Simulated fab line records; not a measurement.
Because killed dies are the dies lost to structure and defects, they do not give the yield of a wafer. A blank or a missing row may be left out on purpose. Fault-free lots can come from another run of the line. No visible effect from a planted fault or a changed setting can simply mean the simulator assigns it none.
What tool caused it? / flow nand_harc / Sampling: 24 lots, 72 wafers, 3 of 1302 route steps

## WHAT EACH GAUGE READ, for each wafer
NHARC_A_WL_FILL_INSPECT_15. Usual: raw_defect_count at 506, with a standard deviation of 150.
lot=L074; measured=day 20 23:56; on=defect_inspect-02; raw_defect_count=547 594 602; flag=
lot=L076; measured=day 21 16:06; on=defect_inspect-01; raw_defect_count=442 520 485; flag=
lot=L075; measured=day 21 16:05; on=defect_inspect-02; raw_defect_count=495 551 612; flag=
lot=L077; measured=day 21 19:20; on=defect_inspect-01; raw_defect_count=673 813 1110; flag=
lot=L078; measured=day 22 07:49; on=defect_inspect-01; raw_defect_count=428 367 477; flag=
lot=L079; measured=day 22 17:56; on=defect_inspect-02; raw_defect_count=590 620 379; flag=
lot=L080; measured=day 23 16:13; on=defect_inspect-02; raw_defect_count=358 381 337; flag=
lot=L081; measured=day 24 11:10; on=defect_inspect-02; raw_defect_count=454 375 411; flag=
lot=L083; measured=day 25 00:09; on=defect_inspect-01; raw_defect_count=690 460 620; flag=
lot=L082; measured=day 25 08:12; on=defect_inspect-01; raw_defect_count=738 556 701; flag=
lot=L084; measured=day 25 16:17; on=defect_inspect-01; raw_defect_count=359 293 380; flag=
lot=L085; measured=day 25 19:44; on=defect_inspect-02; raw_defect_count=616 1011 832; flag=
lot=L086; measured=day 26 17:11; on=defect_inspect-02; raw_defect_count=439 460 407; flag=
lot=L087; measured=day 26 21:01; on=defect_inspect-01; raw_defect_count=574 532 519; flag=
lot=L088; measured=day 27 00:05; on=defect_inspect-02; raw_defect_count=274 470 345; flag=
lot=L091; measured=day 27 12:19; on=defect_inspect-01; raw_defect_count=443 584 418; flag=
lot=L089; measured=day 27 15:57; on=defect_inspect-02; raw_defect_count=754 710 437; flag=
lot=L090; measured=day 27 19:03; on=defect_inspect-02; raw_defect_count=458 541 495; flag=
lot=L092; measured=day 28 13:25; on=defect_inspect-01; raw_defect_count=273 314 387; flag=
lot=L094; measured=day 28 22:08; on=defect_inspect-01; raw_defect_count=549 495 641; flag=
lot=L093; measured=day 29 01:09; on=defect_inspect-01; raw_defect_count=527 415 530; flag=
lot=L095; measured=day 29 19:37; on=defect_inspect-01; raw_defect_count=465 651 567; flag=
lot=L097; measured=day 30 20:01; on=defect_inspect-01; raw_defect_count=748 516 362; flag=
lot=L096; measured=day 31 08:06; on=defect_inspect-02; raw_defect_count=527 459 441; flag=

NHARC_A_CONTACT_INSPECT_44. Usual: raw_defect_count at 88, with a standard deviation of 30.
lot=L074; measured=day 21 05:43; on=defect_inspect-01; raw_defect_count=109 91 88; flag=
lot=L076; measured=day 21 23:38; on=defect_inspect-02; raw_defect_count=51 57 57; flag=
lot=L075; measured=day 21 22:59; on=defect_inspect-01; raw_defect_count=126 166 159; flag=
lot=L077; measured=day 22 02:13; on=defect_inspect-01; raw_defect_count=72 82 68; flag=
lot=L078; measured=day 22 13:48; on=defect_inspect-02; raw_defect_count=132 105 111; flag=
lot=L079; measured=day 23 01:10; on=defect_inspect-02; raw_defect_count=118 112 117; flag=
lot=L080; measured=day 23 22:52; on=defect_inspect-01; raw_defect_count=102 115 109; flag=
lot=L081; measured=day 24 16:58; on=defect_inspect-02; raw_defect_count=71 61 81; flag=
lot=L083; measured=day 25 06:01; on=defect_inspect-02; raw_defect_count=86 71 66; flag=
lot=L082; measured=day 25 15:33; on=defect_inspect-02; raw_defect_count=80 84 67; flag=
lot=L084; measured=day 25 22:04; on=defect_inspect-02; raw_defect_count=79 73 67; flag=
lot=L085; measured=day 26 01:23; on=defect_inspect-01; raw_defect_count=62 64 81; flag=
lot=L086; measured=day 27 00:46; on=defect_inspect-02; raw_defect_count=50 58 56; flag=
lot=L087; measured=day 27 05:30; on=defect_inspect-01; raw_defect_count=128 121 92; flag=
lot=L088; measured=day 27 07:28; on=defect_inspect-02; raw_defect_count=55 64 55; flag=
lot=L091; measured=day 27 19:25; on=defect_inspect-01; raw_defect_count=138 140 125; flag=
lot=L089; measured=day 27 23:33; on=defect_inspect-01; raw_defect_count=57 51 65; flag=
lot=L090; measured=day 28 02:49; on=defect_inspect-01; raw_defect_count=105 104 95; flag=
lot=L092; measured=day 28 20:43; on=defect_inspect-02; raw_defect_count=25 20 34; flag=
lot=L094; measured=day 29 03:57; on=defect_inspect-01; raw_defect_count=103 125 115; flag=
lot=L093; measured=day 29 09:32; on=defect_inspect-02; raw_defect_count=79 62 77; flag=
lot=L095; measured=day 30 02:26; on=defect_inspect-01; raw_defect_count=134 117 102; flag=
lot=L097; measured=day 31 01:41; on=defect_inspect-02; raw_defect_count=62 76 71; flag=
lot=L096; measured=day 31 13:46; on=defect_inspect-01; raw_defect_count=101 83 103; flag=

## WHICH TOOL RAN EACH LOT (tool, then ch and the chambers of the sampled wafers, then the start)
lot=L074; NHARC_A_WL_FILL_ALD_02=ald_metal-04 ch 0,1,2, day 20 06:54
lot=L076; NHARC_A_WL_FILL_ALD_02=ald_metal-03 ch 1,2, day 20 21:01
lot=L075; NHARC_A_WL_FILL_ALD_02=ald_metal-01 ch 0,2,3, day 20 21:04
lot=L077; NHARC_A_WL_FILL_ALD_02=ald_metal-03 ch 1,2, day 21 01:35
lot=L078; NHARC_A_WL_FILL_ALD_02=ald_metal-01 ch 0,3, day 21 13:59
lot=L079; NHARC_A_WL_FILL_ALD_02=ald_metal-03 ch 2,3, day 22 00:41
lot=L080; NHARC_A_WL_FILL_ALD_02=ald_metal-04 ch 0,1, day 22 22:10
lot=L081; NHARC_A_WL_FILL_ALD_02=ald_metal-03 ch 1,2,3, day 23 17:54
lot=L083; NHARC_A_WL_FILL_ALD_02=ald_metal-04 ch 0,3, day 24 06:19
lot=L082; NHARC_A_WL_FILL_ALD_02=ald_metal-03 ch 0,1,3, day 24 10:07
lot=L084; NHARC_A_WL_FILL_ALD_02=ald_metal-01 ch 0,1,2, day 24 17:59
lot=L085; NHARC_A_WL_FILL_ALD_02=ald_metal-04 ch 0,3, day 25 00:32
lot=L086; NHARC_A_WL_FILL_ALD_02=ald_metal-01 ch 0,1, day 25 23:58
lot=L087; NHARC_A_WL_FILL_ALD_02=ald_metal-03 ch 2,3, day 26 03:20
lot=L088; NHARC_A_WL_FILL_ALD_02=ald_metal-04 ch 0,3, day 26 03:49
lot=L091; NHARC_A_WL_FILL_ALD_02=ald_metal-03 ch 0,1,2, day 26 19:14
lot=L089; NHARC_A_WL_FILL_ALD_02=ald_metal-01 ch 0,2,3, day 26 22:23
lot=L090; NHARC_A_WL_FILL_ALD_02=ald_metal-01 ch 0,2,3, day 27 00:07
lot=L092; NHARC_A_WL_FILL_ALD_02=ald_metal-04 ch 1,2, day 27 19:45
lot=L094; NHARC_A_WL_FILL_ALD_02=ald_metal-03 ch 0,1,3, day 28 04:52
lot=L093; NHARC_A_WL_FILL_ALD_02=ald_metal-01 ch 0,1,2, day 28 05:01
lot=L095; NHARC_A_WL_FILL_ALD_02=ald_metal-04 ch 0,2,3, day 29 01:39
lot=L097; NHARC_A_WL_FILL_ALD_02=ald_metal-03 ch 1,2,3, day 30 02:15
lot=L096; NHARC_A_WL_FILL_ALD_02=ald_metal-04 ch 1,3, day 30 11:58
- NHARC_A_WL_FILL_ALD_02: deposits TiN, target thk 2 nm, pulse time 3 s, ald cycles 100.

## AS READ BY THE TOOLS THEMSELVES (means over the sampled wafers that have a number; for cases with no such wafer, the mark the record gives instead)
NHARC_A_WL_FILL_ALD_02. Usual: heater_power_w 1064 W, standard deviation 91; precursor_pulse_height_rel 1.000, standard deviation 0.019.
lot=L074; tool=ald_metal-04; heater_power_w (W)=1111; precursor_pulse_height_rel=0.998; flag=
lot=L076; tool=ald_metal-03; heater_power_w (W)=1165; precursor_pulse_height_rel=1.014; flag=
lot=L075; tool=ald_metal-01; heater_power_w (W)=985; precursor_pulse_height_rel=0.993; flag=
lot=L077; tool=ald_metal-03; heater_power_w (W)=1210; precursor_pulse_height_rel=0.983; flag=
lot=L078; tool=ald_metal-01; heater_power_w (W)=977; precursor_pulse_height_rel=1.006; flag=
lot=L079; tool=ald_metal-03; heater_power_w (W)=1044; precursor_pulse_height_rel=1.010; flag=
lot=L080; tool=ald_metal-04; heater_power_w (W)=1136; precursor_pulse_height_rel=1.018; flag=
lot=L081; tool=ald_metal-03; heater_power_w (W)=1126; precursor_pulse_height_rel=0.981; flag=
lot=L083; tool=ald_metal-04; heater_power_w (W)=1043; precursor_pulse_height_rel=0.995; flag=
lot=L082; tool=ald_metal-03; heater_power_w (W)=1137; precursor_pulse_height_rel=1.009; flag=
lot=L084; tool=ald_metal-01; heater_power_w (W)=983; precursor_pulse_height_rel=0.992; flag=
lot=L085; tool=ald_metal-04; heater_power_w (W)=1041; precursor_pulse_height_rel=1.006; flag=
lot=L086; tool=ald_metal-01; heater_power_w (W)=960; precursor_pulse_height_rel=0.990; flag=
lot=L087; tool=ald_metal-03; heater_power_w (W)=1080; precursor_pulse_height_rel=1.007; flag=
lot=L088; tool=ald_metal-04; heater_power_w (W)=1036; precursor_pulse_height_rel=1.001; flag=
lot=L091; tool=ald_metal-03; heater_power_w (W)=1128; precursor_pulse_height_rel=1.016; flag=
lot=L089; tool=ald_metal-01; heater_power_w (W)=978; precursor_pulse_height_rel=1.009; flag=
lot=L090; tool=ald_metal-01; heater_power_w (W)=981; precursor_pulse_height_rel=0.984; flag=
lot=L092; tool=ald_metal-04; heater_power_w (W)=1076; precursor_pulse_height_rel=0.989; flag=
lot=L094; tool=ald_metal-03; heater_power_w (W)=1105; precursor_pulse_height_rel=0.970; flag=
lot=L093; tool=ald_metal-01; heater_power_w (W)=994; precursor_pulse_height_rel=1.017; flag=
lot=L095; tool=ald_metal-04; heater_power_w (W)=1040; precursor_pulse_height_rel=0.999; flag=
lot=L097; tool=ald_metal-03; heater_power_w (W)=1100; precursor_pulse_height_rel=0.991; flag=
lot=L096; tool=ald_metal-04; heater_power_w (W)=1124; precursor_pulse_height_rel=1.002; flag=

## THE ANSWER, worked out from the rows above alone
Rule: take the mean of a lot's wafers that have a number; if it is more than 3 standard deviations from the usual mean, the lot is off. Also off: a lot with no number at a reading for which 4 or more lots have one. Any other lot the step has rows for is counted as sound. After the gauges, taken in route order, come the tools' own readings; for these a lot's mean is taken, as printed above. The first step at which some lot is off is used, and at that step the reading that is off furthest; a lot without a number counts as furthest.
Nothing can be told from this: no lot is off at any reading shown.

## WHAT HAD BEEN PUT IN BY THE SIMULATOR
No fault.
